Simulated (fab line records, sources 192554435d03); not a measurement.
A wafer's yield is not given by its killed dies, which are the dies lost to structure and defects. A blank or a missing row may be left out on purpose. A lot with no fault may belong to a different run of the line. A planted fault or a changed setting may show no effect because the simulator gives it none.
Split-lot trial :: flow n5Finfet :: on a route of 1938 steps: 7 lots, 21 wafers read

## SPLIT DETAILS
At N5_BEOL_M6_ETCH_66 (etches SOC in N2/H2, target depth 80 nm, overetch 16 nm, time 120 s), the setting biasW was moved away from the recipe's 150 W on 8 of the 21 wafers read, by -13.0% to +17.6%. All remaining wafers had this setting at the recipe value.

Reading taken at the split's own step.

## THE READING
rfVppV, in V, at N5_BEOL_M6_ETCH_66 (etches SOC in N2/H2, target depth 80 nm, overetch 16 nm, time 120 s). On this fab line, fault-free wafers typically give 524.3 V with a standard deviation of 2.5 V.

wafer: L075.1
tool, chamber at the split: rieDiel-04, 2
biasW as run, W: 150
against the recipe: recipe
rfVppV, V: 527.5
against lot-mates on the recipe: -

wafer: L075.5
tool, chamber at the split: rieDiel-04, 2
biasW as run, W: 167.8
against the recipe: +11.9%
rfVppV, V: 564.5
against lot-mates on the recipe: +37.0

wafer: L075.6
tool, chamber at the split: rieDiel-04, 1
biasW as run, W: 167.8
against the recipe: +11.9%
rfVppV, V: 559.8
against lot-mates on the recipe: +32.3

wafer: L077.2
tool, chamber at the split: rieDiel-04, 2
biasW as run, W: 150
against the recipe: recipe
rfVppV, V: 525.0
against lot-mates on the recipe: -

wafer: L077.4
tool, chamber at the split: rieDiel-04, 0
biasW as run, W: 131.5
against the recipe: -12.3%
rfVppV, V: 481.6
against lot-mates on the recipe: -45.6

wafer: L077.5
tool, chamber at the split: rieDiel-04, 3
biasW as run, W: 150
against the recipe: recipe
rfVppV, V: 529.4
against lot-mates on the recipe: -

wafer: L081.2
tool, chamber at the split: rieDiel-02, 2
biasW as run, W: 150
against the recipe: recipe
rfVppV, V: 519.9
against lot-mates on the recipe: -

wafer: L081.4
tool, chamber at the split: rieDiel-02, 1
biasW as run, W: 150
against the recipe: recipe
rfVppV, V: 525.3
against lot-mates on the recipe: -

wafer: L081.6
tool, chamber at the split: rieDiel-02, 0
biasW as run, W: 150
against the recipe: recipe
rfVppV, V: 525.5
against lot-mates on the recipe: -

wafer: L090.4
tool, chamber at the split: rieDiel-05, 3
biasW as run, W: 150
against the recipe: recipe
rfVppV, V: 522.8
against lot-mates on the recipe: -

wafer: L090.5
tool, chamber at the split: rieDiel-05, 3
biasW as run, W: 150
against the recipe: recipe
rfVppV, V: 522.4
against lot-mates on the recipe: -

wafer: L090.6
tool, chamber at the split: rieDiel-05, 0
biasW as run, W: 150
against the recipe: recipe
rfVppV, V: 526.4
against lot-mates on the recipe: -

wafer: L091.3
tool, chamber at the split: rieDiel-04, 3
biasW as run, W: 150
against the recipe: recipe
rfVppV, V: 528.0
against lot-mates on the recipe: -

wafer: L091.5
tool, chamber at the split: rieDiel-04, 0
biasW as run, W: 130.5
against the recipe: -13.0%
rfVppV, V: 478.9
against lot-mates on the recipe: -49.1

wafer: L091.6
tool, chamber at the split: rieDiel-04, 3
biasW as run, W: 130.5
against the recipe: -13.0%
rfVppV, V: 483.4
against lot-mates on the recipe: -44.6

wafer: L092.1
tool, chamber at the split: rieDiel-02, 3
biasW as run, W: 150
against the recipe: recipe
rfVppV, V: 521.9
against lot-mates on the recipe: -

wafer: L092.3
tool, chamber at the split: rieDiel-02, 1
biasW as run, W: 176.4
against the recipe: +17.6%
rfVppV, V: 582.3
against lot-mates on the recipe: +59.2

wafer: L092.4
tool, chamber at the split: rieDiel-02, 0
biasW as run, W: 150
against the recipe: recipe
rfVppV, V: 524.3
against lot-mates on the recipe: -

wafer: L093.1
tool, chamber at the split: rieDiel-02, 0
biasW as run, W: 160.4
against the recipe: +6.9%
rfVppV, V: 546.0
against lot-mates on the recipe: +25.9

wafer: L093.3
tool, chamber at the split: rieDiel-02, 3
biasW as run, W: 150
against the recipe: recipe
rfVppV, V: 520.1
against lot-mates on the recipe: -

wafer: L093.6
tool, chamber at the split: rieDiel-02, 1
biasW as run, W: 160.4
against the recipe: +6.9%
rfVppV, V: 547.7
against lot-mates on the recipe: +27.6

THE FIT
A straight line over all 21 wafers: rfVppV changes by +3.3 V for each +1% of biasW; r = +0.99; the points scatter about the line by 2.7 V.
The same after taking each lot's own level away (the mean of its wafers on the recipe; 21 wafers): +3.42 V for each +1%; r = +0.99; scatter 3 V.
On that fit, the largest move of biasW shifts the reading by 60 V.
The lots' own levels span 520.10 to 528.00 V, that is 3.2 times the standard deviation above.
Consequently the slope shifts little with the lot-to-lot level, the two slopes agreeing.
Check: with one of the wafers moved furthest among these (+17.6%) left out of the fit, the line predicts +59.6 V for it against its lot-mates. Against them it came out at +59.2 V.
Tool readings at the split's step, against how far the setting was moved: rfVppV r = +0.99.

## ADDITIONAL SPLITS CARRIED BY THESE WAFERS
Other splits were also applied to these wafers ahead of the reading. Each is held against what the fit with the lots' levels taken away leaves over:
other split on the same wafers: N5_BEOL_M5_EXPOSE_08 doseMj
wafers away from the commonest value: 10
r with rfVppV (lot level and that fit taken away): +0.29

other split on the same wafers: N5_BEOL_M6_ETCH_62 biasW
wafers away from the commonest value: 5
r with rfVppV (lot level and that fit taken away): -0.24

other split on the same wafers: N5_BEOL_M6_STRIP_19 tempC
wafers away from the commonest value: 5
r with rfVppV (lot level and that fit taken away): +0.17

## THE WHOLE CHAIN: every reading that the file lists as answering this split, in the file's order
step: N5_BEOL_M6_ETCH_66
what it does: etches SOC in N2/H2, target depth 80 nm, overetch 16 nm, time 120 s
reading: rfVppV
change (the file's fit): +3.43 V for each +1% of the setting
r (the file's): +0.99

step: N5_BEOL_M6_ETCH_66
what it does: etches SOC in N2/H2, target depth 80 nm, overetch 16 nm, time 120 s
reading: SiARC_of_BEOL_M6_COAT_64.thkNm (the simulator's own value, which no gauge read)
change (the file's fit): -0.0839 nm for each +1% of the setting
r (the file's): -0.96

## THE FILE'S OWN FIT
rfVppV changes by +3.43 V for each +1% of biasW, r = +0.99.
